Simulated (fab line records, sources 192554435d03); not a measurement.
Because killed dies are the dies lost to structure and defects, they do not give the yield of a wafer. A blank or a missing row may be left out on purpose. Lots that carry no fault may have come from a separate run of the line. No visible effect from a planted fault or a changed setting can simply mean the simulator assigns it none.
Lot-split experiment | flow n5 finfet | 7 lots, 39 wafers read, on a route of 1938 steps

## THE SPLIT
At N5_BEOL_M0_SAQP_ALD_48 (deposits SiO2, target thk 20 nm, pulse time 1 s, co reactant pulse time 1 s), the setting ald cycles was moved away from the recipe's 139 on 15 of the 39 wafers read, by -56.1% to +16.5%. This setting was run at the recipe's value on the other wafers.

## FROM THE SPLIT TO THE READING: what the file shows between them, 8 steps
- N5_BEOL_M0_SAQP_ETCH_49: etches SiO2 in CF4/O2, target depth 37 nm
- N5_BEOL_M0_SAQP_STRIP_75: strips in CF4
- N5_BEOL_M0_CUTY_COAT_50: time 60 s, resist thk 15 nm
- N5_BEOL_M0_CUTY_DESCUM_61: chemistry O2, time 7.9 s
- N5_BEOL_M0_CUTY_ETCH_62: etches SiARC in CF4, time 58.5 s
- N5_BEOL_M0_CUTY_ETCH_63: etches SOC in N2/H2, target depth 82.7 nm, overetch 16.5 nm, time 124 s
- N5_BEOL_M0_CUTY_STRIP_64: strips in N2/H2
- N5_BEOL_M0_ETCH_138: etches SiCN in CH3F/O2, target depth 12 nm, time 31.6 s

## THE READING
SiO2_of_BEOL_M0_SAQP_ALD_48.thk nm (the simulator's own value, which no gauge read), in nm, at N5_BEOL_M0_HM_OPEN_105 (chemistry Cl2/BCl3, target TiN, target depth 12 nm). No usual value for it is given in the file. Across the 24 wafers here that went through the recipe, the average is 11.6 nm and the standard deviation 0.31 nm.

wafer  | tool, chamber at the split | ald cycles as run | against the recipe | SiO2_of_BEOL_M0_SAQP_ALD_48.thk nm, nm | against lot-mates on the recipe
L074.1 | ald sin-02, 2,1            | 69                | -50.4%             | 6                                      | -5.7
L074.2 | ald sin-02, 2,1            | 69                | -50.4%             | 6                                      | -5.7
L074.3 | ald sin-02, 3              | 139               | recipe             | 11.6                                   | -
L074.4 | ald sin-02, 0              | 139               | recipe             | 11.6                                   | -
L074.5 | ald sin-02, 1              | 69                | -50.4%             | 5.4                                    | -6.3
L074.6 | ald sin-02, 2              | 139               | recipe             | 12                                     | -
L077.1 | ald sin-01, 0              | 139               | recipe             | 11.6                                   | -
L077.5 | ald sin-01, 2,0            | 139               | recipe             | 11.6                                   | -
L077.6 | ald sin-01, 2,0            | 139               | recipe             | 11.6                                   | -
L077.2 | ald sin-01, 1,2,1          | 72                | -48.2%             | 5.8                                    | -5.8
L077.3 | ald sin-01, 1,2,1          | 72                | -48.2%             | 6.6                                    | -5.0
L077.4 | ald sin-01, 1,2,1          | 72                | -48.2%             | 6.4                                    | -5.2
L080.1 | ald sin-02, 2,1            | 139               | recipe             | 12.4                                   | -
L080.2 | ald sin-02, 2,1            | 139               | recipe             | 11.4                                   | -
L080.3 | ald sin-02, 3,0,0          | 111               | -20.1%             | 8.8                                    | -3.2
L080.4 | ald sin-02, 3,0,0          | 111               | -20.1%             | 8.8                                    | -3.2
L080.5 | ald sin-02, 3,0,0          | 111               | -20.1%             | 9                                      | -3.0
L080.6 | ald sin-02, 3              | 139               | recipe             | 12.2                                   | -
L081.1 | ald sin-02, 2              | 162               | +16.5%             | 13.2                                   | +1.8
L081.6 | ald sin-02, 2              | 162               | +16.5%             | 13.2                                   | +1.8
L081.2 | ald sin-02, 3,0            | 139               | recipe             | 11.2                                   | -
L081.3 | ald sin-02, 3,0            | 139               | recipe             | 11.6                                   | -
L081.4 | ald sin-02, 3              | 162               | +16.5%             | 13                                     | +1.6
L081.5 | ald sin-02, 0              | 139               | recipe             | 11.4                                   | -
L085.1 | ald sin-02, 3,0,2,3        | 139               | recipe             | 11.6                                   | -
L085.2 | ald sin-02, 3,0,2,3        | 139               | recipe             | 11.6                                   | -
L085.6 | ald sin-02, 3,0,2,3        | 139               | recipe             | 11.6                                   | -
L085.3 | ald sin-02, 3,0,2,3        | 139               | recipe             | 11.8                                   | -
L085.5 | ald sin-02, 1,2            | 139               | recipe             | 11.8                                   | -
L085.4 | ald sin-02, 1,2            | 139               | recipe             | 11.2                                   | -
L095.2 | ald sin-02, 3,0,2          | 139               | recipe             | 11                                     | -
L095.3 | ald sin-02, 3,0,2          | 139               | recipe             | 11.2                                   | -
L095.6 | ald sin-02, 3,0,2          | 139               | recipe             | 11.6                                   | -
L097.1 | ald sin-03, 1,0,2          | 139               | recipe             | 11.2                                   | -
L097.2 | ald sin-03, 3,0            | 61                | -56.1%             | 5.8                                    | -5.7
L097.3 | ald sin-03, 1,0,2          | 139               | recipe             | 11.8                                   | -
L097.4 | ald sin-03, 1,0,2          | 139               | recipe             | 11.6                                   | -
L097.5 | ald sin-03, 3,0            | 61                | -56.1%             | 5.4                                    | -6.1
L097.6 | ald sin-03, 3              | 61                | -56.1%             | 5                                      | -6.5
If several chambers appear in one row, that row covers several wafers at once and the file leaves open which wafer was in which chamber.

FIT RESULTS
A straight line over all 39 wafers: SiO2_of_BEOL_M0_SAQP_ALD_48.thk nm changes by +0.111 nm for each +1% of ald cycles; r = +0.99; the points scatter about the line by 0.34 nm.
The same after taking each lot's own level away (the mean of its wafers on the recipe; 39 wafers): +0.113 nm for each +1%; r = +0.99; scatter 0.36 nm.
According to that fit, moving ald cycles by its largest amount changes the reading by 6.3 nm.
Across the lots, their own levels run from 11.27 to 12.00 nm, a range of 2.3 times the standard deviation given above.
The two slopes agree, so the slope changes little with the lot-to-lot level.
Check: with one of the wafers moved furthest among these (-56.1%) left out of the fit, the line predicts -6.5 nm for it against its lot-mates. Against them it came out at -5.73 nm.

## THE WHOLE CHAIN: every reading that the file lists as answering this split, in the file's order
step                    | what it does                                                                | reading                                                                             | change (the file's fit)               | r (the file's)
N5_BEOL_M0_SAQP_ALD_48  | deposits SiO2, target thk 20 nm, pulse time 1 s, co reactant pulse time 1 s | SiO2_of_BEOL_M0_SAQP_ALD_48.thk nm (the simulator's own value, which no gauge read) | +0.2 nm for each +1% of the setting   | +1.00
N5_BEOL_M0_SAQP_ETCH_49 | etches SiO2 in CF4/O2, target depth 37 nm                                   | SiO2_of_BEOL_M0_SAQP_ALD_48.thk nm (the simulator's own value, which no gauge read) | +0.143 nm for each +1% of the setting | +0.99
N5_BEOL_M0_CUTY_ETCH_62 | etches SiARC in CF4, time 58.5 s                                            | SiO2_of_BEOL_M0_SAQP_ALD_48.thk nm (the simulator's own value, which no gauge read) | +0.127 nm for each +1% of the setting | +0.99
N5_BEOL_M0_CUTY_ETCH_63 | etches SOC in N2/H2, target depth 82.7 nm, overetch 16.5 nm, time 124 s     | SiO2_of_BEOL_M0_SAQP_ALD_48.thk nm (the simulator's own value, which no gauge read) | +0.119 nm for each +1% of the setting | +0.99
N5_BEOL_M0_HM_OPEN_105  | chemistry Cl2/BCl3, target TiN, target depth 12 nm                          | SiO2_of_BEOL_M0_SAQP_ALD_48.thk nm (the simulator's own value, which no gauge read) | +0.114 nm for each +1% of the setting | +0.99

## FILE'S OWN FIT
SiO2_of_BEOL_M0_SAQP_ALD_48.thk nm changes by +0.114 nm for each +1% of ald cycles, r = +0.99.
